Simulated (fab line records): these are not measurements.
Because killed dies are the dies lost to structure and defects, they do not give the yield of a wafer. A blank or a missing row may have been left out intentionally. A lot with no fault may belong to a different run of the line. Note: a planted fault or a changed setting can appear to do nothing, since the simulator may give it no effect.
Which tool did it? || flow n5 finfet || 9 lots (27 wafers sampled), 1 step of a 1938-step route

WHAT THE GAUGES SHOWED, per wafer
N5_BEOL_M4_RC_MEAS_101.
{"lot": "L497", "measured": "day 10 07:59", "on": "prober-02", "DIBL_N (mV/V)": "36.1 36.0 37.7"}
{"lot": "L501", "measured": "day 11 20:26", "on": "prober-02", "DIBL_N (mV/V)": "34.8 35.6 34.6"}
{"lot": "L502", "measured": "day 12 05:59", "on": "prober-02", "DIBL_N (mV/V)": "34.0 32.6 36.1"}
{"lot": "L506", "measured": "day 12 22:44", "on": "prober-02", "DIBL_N (mV/V)": "37.4 32.9 36.3"}
{"lot": "L508", "measured": "day 12 22:57", "on": "prober-01", "DIBL_N (mV/V)": "35.4 36.5 36.5"}
{"lot": "L507", "measured": "day 13 19:43", "on": "prober-02", "DIBL_N (mV/V)": "36.6 35.7 35.0"}
{"lot": "L514", "measured": "day 14 23:49", "on": "prober-01", "DIBL_N (mV/V)": "36.1 38.2 34.3"}
{"lot": "L515", "measured": "day 15 02:43", "on": "prober-01", "DIBL_N (mV/V)": "33.6 33.7 33.3"}
{"lot": "L517", "measured": "day 15 11:44", "on": "prober-02", "DIBL_N (mV/V)": "37.6 36.5 36.8"}

TOOL THAT RAN EACH LOT (tool first, then ch and the chambers of the sampled wafers, then the start)
Before these readings, the record contains no process step.

THE ANSWER, worked out from the rows above alone
Rule: usual is defined by the lots themselves. The widest of any qualifying gaps counts: lots, ordered by their means at a reading, are off when they make up no more than a third of the lots, leave a main group of 4 or more, and stand apart from it by 3 or more times the standard deviation of that group's means. Not used: any main group whose means are identical at the precision the tables above print for the reading. Also off: a lot with no number at a reading for which 4 or more lots have one. Any other lot the step has rows for is counted as sound.
No lot is off at any reading shown: from this, nothing can be told.

WHAT THE SIMULATOR HAD INSERTED
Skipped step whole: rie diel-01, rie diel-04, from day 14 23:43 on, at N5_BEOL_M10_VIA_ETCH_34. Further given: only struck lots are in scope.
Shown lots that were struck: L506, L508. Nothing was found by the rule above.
